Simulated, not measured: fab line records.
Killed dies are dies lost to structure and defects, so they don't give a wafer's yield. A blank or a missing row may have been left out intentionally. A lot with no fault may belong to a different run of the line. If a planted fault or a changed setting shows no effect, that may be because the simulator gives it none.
Which tool is to blame?    flow nandHarc    24 lots, 72 wafers sampled, at 6 steps of a route of 1302

== WHAT EACH GAUGE READ, for each wafer ==
NHARC_A_BLC_INSPECT_28.
lot   measured      on                rawDefectCount
L074  day 21 23:07  defectInspect-02  417 406 499
L076  day 23 02:44  defectInspect-01  778 1014 713
L075  day 23 03:32  defectInspect-01  538 480 388
L077  day 23 05:01  defectInspect-01  484 577 508
L079  day 24 04:03  defectInspect-01  452 463 517
L078  day 24 04:55  defectInspect-01  507 534 473
L080  day 24 23:56  defectInspect-01  516 543 614
L082  day 25 17:58  defectInspect-02  502 391 606
L081  day 25 18:13  defectInspect-02  696 540 610
L083  day 26 06:17  defectInspect-01  473 570 471
L086  day 26 22:28  defectInspect-02  579 447 592
L084  day 27 01:41  defectInspect-01  948 539 633
L085  day 27 03:17  defectInspect-01  487 566 571
L089  day 28 03:52  defectInspect-02  361 511 502
L088  day 28 05:40  defectInspect-01  589 592 661
L087  day 28 11:25  defectInspect-02  458 521 348
L091  day 28 19:28  defectInspect-01  473 759 805
L090  day 28 20:39  defectInspect-01  627 483 627
L093  day 30 07:02  defectInspect-01  664 1000 716
L092  day 30 10:58  defectInspect-02  526 875 624
L095  day 30 21:50  defectInspect-02  573 629 822
L094  day 31 04:32  defectInspect-02  560 489 642
L096  day 31 19:16  defectInspect-01  417 447 647
L097  day 32 08:20  defectInspect-01  500 704 413

NHARC_A_M0_THK_MEAS_24: measures by xrf.
lot   measured      on            thkNm (nm)
L074  day 22 02:31  filmMetro-02  114.0 116.5 112.2
L076  day 23 06:04  filmMetro-02  113.1 116.3 112.9
L075  day 23 06:59  filmMetro-02  114.5 113.2 113.0
L077  day 23 08:19  filmMetro-02  116.1 113.8 116.5
L079  day 24 07:30  filmMetro-01  114.0 114.8 115.4
L078  day 24 08:56  filmMetro-02  114.0 113.4 115.6
L080  day 25 03:23  filmMetro-01  114.3 113.8 115.5
L082  day 25 21:32  filmMetro-01  113.1 110.6 111.9
L081  day 25 21:50  filmMetro-01  114.3 114.7 112.5
L083  day 26 09:35  filmMetro-02  113.0 111.8 112.9
L086  day 27 01:45  filmMetro-02  114.2 111.4 112.9
L084  day 27 05:05  filmMetro-02  115.1 115.5 112.6
L085  day 27 06:34  filmMetro-02  111.9 113.7 114.2
L089  day 28 07:10  filmMetro-01  113.8 112.1 114.9
L088  day 28 08:58  filmMetro-01  115.2 116.1 114.5
L087  day 28 14:49  filmMetro-01  114.1 112.4 116.7
L091  day 28 22:46  filmMetro-02  114.6 113.8 115.9
L090  day 29 00:17  filmMetro-01  113.0 113.1 113.0
L093  day 30 10:28  filmMetro-02  113.4 114.5 118.2
L092  day 30 14:16  filmMetro-01  115.6 112.4 113.8
L095  day 31 01:14  filmMetro-02  114.6 115.6 116.0
L094  day 31 07:56  filmMetro-02  113.2 112.8 113.4
L096  day 31 22:40  filmMetro-02  115.4 114.2 114.8
L097  day 32 12:11  filmMetro-02  113.6 114.6 112.6

NHARC_A_M0_INSPECT_27.
lot   measured      on                rawDefectCount
L074  day 22 02:40  defectInspect-01  417 376 397
L076  day 23 06:13  defectInspect-01  609 629 588
L075  day 23 07:08  defectInspect-01  404 489 447
L077  day 23 08:28  defectInspect-02  989 409 416
L079  day 24 07:39  defectInspect-02  520 352 522
L078  day 24 09:05  defectInspect-01  358 504 742
L080  day 25 03:32  defectInspect-02  594 396 585
L082  day 25 21:41  defectInspect-01  539 479 590
L081  day 25 21:59  defectInspect-01  607 636 450
L083  day 26 09:45  defectInspect-01  424 474 600
L086  day 27 01:55  defectInspect-02  633 532 583
L084  day 27 05:14  defectInspect-02  578 752 606
L085  day 27 06:44  defectInspect-01  349 414 338
L089  day 28 07:19  defectInspect-01  410 622 621
L088  day 28 09:07  defectInspect-02  781 494 547
L087  day 28 14:59  defectInspect-02  744 516 410
L091  day 28 22:56  defectInspect-01  418 455 444
L090  day 29 00:26  defectInspect-01  467 555 874
L093  day 30 10:37  defectInspect-01  482 475 584
L092  day 30 14:25  defectInspect-02  544 686 691
L095  day 31 01:25  defectInspect-01  751 887 998
L094  day 31 08:06  defectInspect-01  506 617 648
L096  day 31 22:50  defectInspect-02  375 455 485
L097  day 32 12:20  defectInspect-01  805 751 694

== WHAT TOOL EACH LOT RAN ON (gives the tool, then ch and the chambers of the sampled wafers, and finally the start) ==
lot   NHARC_A_CONTACT_CVD_19                   NHARC_A_BLC_CMP_25             NHARC_A_M0_PRE_CLEAN_29
L074  cvdW-02 ch 0,1, day 21 22:46 or earlier  cmp-02 ch 0,1,3, day 21 22:46  pvdSputter-03, day 22 02:31 or earlier
L076  cvdW-01 ch 0,1, day 23 02:19 or earlier  cmp-03 ch 0,3, day 23 02:19    pvdSputter-01, day 23 06:04 or earlier
L075  cvdW-02 ch 0, day 23 03:10 or earlier    cmp-02 ch 1,3, day 23 03:10    pvdSputter-02, day 23 06:59 or earlier
L077  cvdW-01 ch 0,1, day 23 04:37 or earlier  cmp-02 ch 0,2,3, day 23 04:37  pvdSputter-02, day 23 08:19 or earlier
L079  cvdW-02 ch 0,1, day 24 03:39 or earlier  cmp-02 ch 1,2,3, day 24 03:39  pvdSputter-03, day 24 07:30 or earlier
L078  cvdW-02 ch 0,1, day 24 04:29 or earlier  cmp-04 ch 0,1,3, day 24 04:29  pvdSputter-03, day 24 08:56 or earlier
L080  cvdW-01 ch 0,1, day 24 23:32 or earlier  cmp-02 ch 0,1, day 24 23:32    pvdSputter-02, day 25 03:23 or earlier
L082  cvdW-01 ch 0,1, day 25 17:35 or earlier  cmp-04 ch 0,1,2, day 25 17:35  pvdSputter-02, day 25 21:32 or earlier
L081  cvdW-02 ch 0,1, day 25 17:49 or earlier  cmp-02 ch 0,2, day 25 17:49    pvdSputter-03, day 25 21:50 or earlier
L083  cvdW-02 ch 0,1, day 26 05:53 or earlier  cmp-02 ch 0,2,3, day 26 05:53  pvdSputter-02, day 26 09:35 or earlier
L086  cvdW-02 ch 1, day 26 22:04 or earlier    cmp-02 ch 0,1,2, day 26 22:04  pvdSputter-03, day 27 01:45 or earlier
L084  cvdW-01 ch 0,1, day 27 01:18 or earlier  cmp-03 ch 1,3, day 27 01:18    pvdSputter-02, day 27 05:05 or earlier
L085  cvdW-01 ch 0,1, day 27 02:53 or earlier  cmp-04 ch 0,3, day 27 02:53    pvdSputter-02, day 27 06:34 or earlier
L089  cvdW-01 ch 0,1, day 28 03:28 or earlier  cmp-04 ch 0,2, day 28 03:28    pvdSputter-01, day 28 07:10 or earlier
L088  cvdW-02 ch 0,1, day 28 05:19 or earlier  cmp-03 ch 0,2,3, day 28 05:19  pvdSputter-02, day 28 08:58 or earlier
L087  cvdW-01 ch 0,1, day 28 11:01 or earlier  cmp-04 ch 2,3, day 28 11:01    pvdSputter-01, day 28 14:49 or earlier
L091  cvdW-02 ch 1, day 28 19:04 or earlier    cmp-04 ch 1,2,3, day 28 19:04  pvdSputter-03, day 28 22:46 or earlier
L090  cvdW-01 ch 1, day 28 20:15 or earlier    cmp-02 ch 2,3, day 28 20:15    pvdSputter-03, day 29 00:17 or earlier
L093  cvdW-01 ch 0,1, day 30 06:39 or earlier  cmp-02 ch 0,1,2, day 30 06:39  pvdSputter-01, day 30 10:28 or earlier
L092  cvdW-01 ch 0,1, day 30 10:37 or earlier  cmp-02 ch 1,2,3, day 30 10:37  pvdSputter-01, day 30 14:16 or earlier
L095  cvdW-01 ch 1, day 30 21:28 or earlier    cmp-02 ch 0,2,3, day 30 21:28  pvdSputter-03, day 31 01:14 or earlier
L094  cvdW-02 ch 0,1, day 31 04:08 or earlier  cmp-03 ch 2,3, day 31 04:08    pvdSputter-03, day 31 07:56 or earlier
L096  cvdW-02 ch 0,1, day 31 18:51 or earlier  cmp-02 ch 0,1,2, day 31 18:51  pvdSputter-03, day 31 22:40 or earlier
L097  cvdW-02 ch 0,1, day 32 08:00 or earlier  cmp-02 ch 0,1,3, day 32 08:00  pvdSputter-03, day 32 12:11 or earlier
- NHARC_A_CONTACT_CVD_19: deposits W, target thk 300 nm, time 802 s.
- NHARC_A_BLC_CMP_25: polishes, t overpolish 30 s, target thk 150 nm.
- NHARC_A_M0_PRE_CLEAN_29: time 30 s.

== AS READ BY THE TOOLS THEMSELVES (means over the sampled wafers that have a number; for cases with no such wafer, the mark the record gives instead) ==
NHARC_A_CONTACT_CVD_19.
lot   tool     heaterPowerW (W)  mfcArSccm (sccm)  throttleValvePct (%)
L074  cvdW-02  475               1563              7.9
L076  cvdW-01  489               1558              8.6
L075  cvdW-02  459               1560              8.2
L077  cvdW-01  494               1565              8.3
L079  cvdW-02  504               1556              7.8
L078  cvdW-02  483               1561              7.9
L080  cvdW-01  477               1560              8.0
L082  cvdW-01  476               1560              8.1
L081  cvdW-02  481               1561              8.0
L083  cvdW-02  479               1562              7.9
L086  cvdW-02  538               1560              7.5
L084  cvdW-01  471               1564              8.2
L085  cvdW-01  468               1565              8.2
L089  cvdW-01  492               1554              8.2
L088  cvdW-02  496               1561              7.6
L087  cvdW-01  478               1565              8.0
L091  cvdW-02  549               1556              7.6
L090  cvdW-01  492               1564              8.0
L093  cvdW-01  483               1556              8.4
L092  cvdW-01  485               1561              8.3
L095  cvdW-01  505               1552              8.2
L094  cvdW-02  457               1558              7.8
L096  cvdW-02  499               1560              7.5
L097  cvdW-02  462               1560              7.8

NHARC_A_BLC_CMP_25.
lot   tool    motorCurrentA (A)  overpolishRunS (s)  timeToEndpointS (s)
L074  cmp-02  11.7               30.002              28.5
L076  cmp-03  12.9               30.003              29.4
L075  cmp-02  12.0               29.999              29.1
L077  cmp-02  12.4               29.990              29.5
L079  cmp-02  12.5               30.018              27.2
L078  cmp-04  12.3               29.999              34.0
L080  cmp-02  11.8               29.987              32.1
L082  cmp-04  12.4               30.002              27.5
L081  cmp-02  12.3               30.002              33.8
L083  cmp-02  12.1               30.004              31.6
L086  cmp-02  12.2               29.998              31.0
L084  cmp-03  13.0               29.995              30.2
L085  cmp-04  10.7               30.009              29.9
L089  cmp-04  11.3               30.001              26.8
L088  cmp-03  13.1               30.005              30.1
L087  cmp-04  12.6               29.991              31.0
L091  cmp-04  13.5               29.994              29.2
L090  cmp-02  12.6               29.997              32.1
L093  cmp-02  12.5               30.008              32.7
L092  cmp-02  12.6               29.998              31.4
L095  cmp-02  12.4               29.997              32.5
L094  cmp-03  13.4               30.004              29.3
L096  cmp-02  12.0               30.004              32.5
L097  cmp-02  12.3               29.990              31.7

NHARC_A_M0_PRE_CLEAN_29.
lot   tool           heaterPowerW (W)
L074  pvdSputter-03  380
L076  pvdSputter-01  399
L075  pvdSputter-02  401
L077  pvdSputter-02  426
L079  pvdSputter-03  352
L078  pvdSputter-03  371
L080  pvdSputter-02  397
L082  pvdSputter-02  405
L081  pvdSputter-03  396
L083  pvdSputter-02  405
L086  pvdSputter-03  373
L084  pvdSputter-02  409
L085  pvdSputter-02  395
L089  pvdSputter-01  391
L088  pvdSputter-02  386
L087  pvdSputter-01  399
L091  pvdSputter-03  407
L090  pvdSputter-03  422
L093  pvdSputter-01  393
L092  pvdSputter-01  383
L095  pvdSputter-03  422
L094  pvdSputter-03  375
L096  pvdSputter-03  392
L097  pvdSputter-03  377

== THE ANSWER, worked out from the rows above alone ==
Rule: the lots themselves supply what counts as usual. Put in order of their means at a reading, lots are off if they are a third of the lots or fewer, leave a main group of 4 or more, and stand apart from it by a gap of 3 or more times the standard deviation of the main group's means; of several such gaps the widest counts. Not used: any main group whose means are identical at the precision the tables above print for the reading. Also off: a lot with no number at a reading for which 4 or more lots have one. Any other lot the step has rows for is counted as sound. After the gauges, taken in route order, come the tools' own readings; for these a lot's mean is taken, as printed above. At the first step where some lot is off, the reading lying furthest off is the one used; lots without a number count as furthest.
No lot is off on any of the readings shown, so nothing can be concluded from this.

== WHAT WAS PUT IN BY THE SIMULATOR ==
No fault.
